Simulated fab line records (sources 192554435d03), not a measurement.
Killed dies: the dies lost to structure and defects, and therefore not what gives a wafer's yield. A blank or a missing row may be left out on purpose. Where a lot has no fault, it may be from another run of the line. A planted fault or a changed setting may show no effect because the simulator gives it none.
The tool behind it: which one? | flow n5Finfet | 14 lots (35 wafers sampled), 1 step of a 1938-step route

## WHAT THE GAUGES READ, wafer by wafer
N5_ILD0_INSPECT_06: inspects for defects (darkfield).
lot  | measured    | on               | rawDefectCount
L175 | day 3 23:30 | defectInspect-02 | 11 21 27
L177 | day 4 11:14 | defectInspect-01 | 23 39
L178 | day 4 20:17 | defectInspect-01 | 54 87
L180 | day 5 04:44 | defectInspect-02 | 53 62
L181 | day 5 13:10 | defectInspect-01 | 22 30 24
L182 | day 5 17:02 | defectInspect-02 | 48 48 25
L183 | day 5 21:45 | defectInspect-02 | 29 13
L188 | day 7 04:29 | defectInspect-02 | 32 53
L191 | day 7 21:07 | defectInspect-02 | 55 46
L192 | day 8 04:09 | defectInspect-02 | 38 13
L193 | day 8 09:12 | defectInspect-01 | 24 28 26
L195 | day 9 00:00 | defectInspect-02 | 29 45 35
L196 | day 9 06:47 | defectInspect-02 | 72 46 50
L197 | day 9 15:23 | defectInspect-02 | 35 35 29

## TOOL THAT RAN EACH LOT (tool first, then ch and the chambers of the sampled wafers, then the start)
Before these readings, the record contains no process step.

## WHAT THE TOOLS THEMSELVES READ (means of the sampled wafers that have a number; where no wafer has one, the mark that the record gives instead)
The record holds no such reading with a usual standard deviation.

## THE ANSWER, worked out from the rows above alone
Rule: the lots themselves supply what counts as usual. The widest of any qualifying gaps counts: lots, ordered by their means at a reading, are off when they make up no more than a third of the lots, leave a main group of 4 or more, and stand apart from it by 3 or more times the standard deviation of that group's means. The tables above print the reading to a certain number of digits; a main group whose means all agree to those digits is not used. Also off: a lot with no number at a reading for which 4 or more lots have one. All remaining lots with rows at the step are treated as sound. First the gauges in route order, then the tools' own readings, where a lot's mean is used as printed above. The first step at which some lot is off is used, and at that step the reading that is off furthest; a lot without a number counts as furthest.
Nothing can be told from this: no lot is off at any reading shown.

## WHAT THE SIMULATOR PUT IN
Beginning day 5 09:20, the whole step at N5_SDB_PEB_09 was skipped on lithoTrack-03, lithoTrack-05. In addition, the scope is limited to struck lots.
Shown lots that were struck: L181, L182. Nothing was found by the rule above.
